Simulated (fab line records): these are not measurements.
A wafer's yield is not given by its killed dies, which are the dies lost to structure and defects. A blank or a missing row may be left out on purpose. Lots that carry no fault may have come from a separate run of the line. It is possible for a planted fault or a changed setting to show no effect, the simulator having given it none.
Matching of chambers || flow n5-finfet || 4 sister chambers for N5_BEOL_M11_ETCH_61 on rie-diel-03
The step etches SiARC in CF4, target depth 39 nm, time 65 s. 4 wafers are shown with their chamber, then 9 later ones without.

## WAFERS PAIRED WITH THEIR CHAMBERS
{"wafer": "L084.2", "chamber": 2, "drypump-motor-current-A (A)": 5.7}
{"wafer": "L085.3", "chamber": 3, "drypump-motor-current-A (A)": 5.4}
{"wafer": "L086.5", "chamber": 0, "drypump-motor-current-A (A)": 6.2}
{"wafer": "L086.6", "chamber": 1, "drypump-motor-current-A (A)": 5.1}

## WAFERS WITHOUT THEIR CHAMBER
{"wafer": "L089.3", "drypump-motor-current-A (A)": 5.1}
{"wafer": "L089.4", "drypump-motor-current-A (A)": 6.2}
{"wafer": "L089.5", "drypump-motor-current-A (A)": 5.2}
{"wafer": "L097.1", "drypump-motor-current-A (A)": 5.4}
{"wafer": "L097.3", "drypump-motor-current-A (A)": 5.1}
{"wafer": "L097.6", "drypump-motor-current-A (A)": 5.8}
{"wafer": "L096.4", "drypump-motor-current-A (A)": 5.4}
{"wafer": "L096.5", "drypump-motor-current-A (A)": 5.7}
{"wafer": "L096.6", "drypump-motor-current-A (A)": 5.1}

## WHICH CHAMBER EACH WENT THROUGH
{"wafer": "L089.3", "from the rows above": 1, "in truth": 1}
{"wafer": "L089.4", "from the rows above": 0, "in truth": 0}
{"wafer": "L089.5", "from the rows above": 1, "in truth": 1}
{"wafer": "L097.1", "from the rows above": 3, "in truth": 3}
{"wafer": "L097.3", "from the rows above": 1, "in truth": 1}
{"wafer": "L097.6", "from the rows above": 2, "in truth": 2}
{"wafer": "L096.4", "from the rows above": 3, "in truth": 3}
{"wafer": "L096.5", "from the rows above": 2, "in truth": 2}
{"wafer": "L096.6", "from the rows above": 1, "in truth": 1}
Correct placement for 9 of the 9. Not placeable from these rows: 0. Number placed wrongly: 0.
How it was worked out, from the rows above alone: a wafer's distance from a chamber is the root of the sum, over the readings, of the square of ((its reading less the chamber's mean) divided by the reading's scatter). If the next closest chamber is less than 2 further off than the closest, the wafer can't be placed; otherwise it belongs to the closest. The mean given for a chamber averages the wafers shown for that chamber. The scatter (one wafer shown for each chamber): square how far every hidden wafer sits from the nearest shown wafer, average those squares and take the square root.
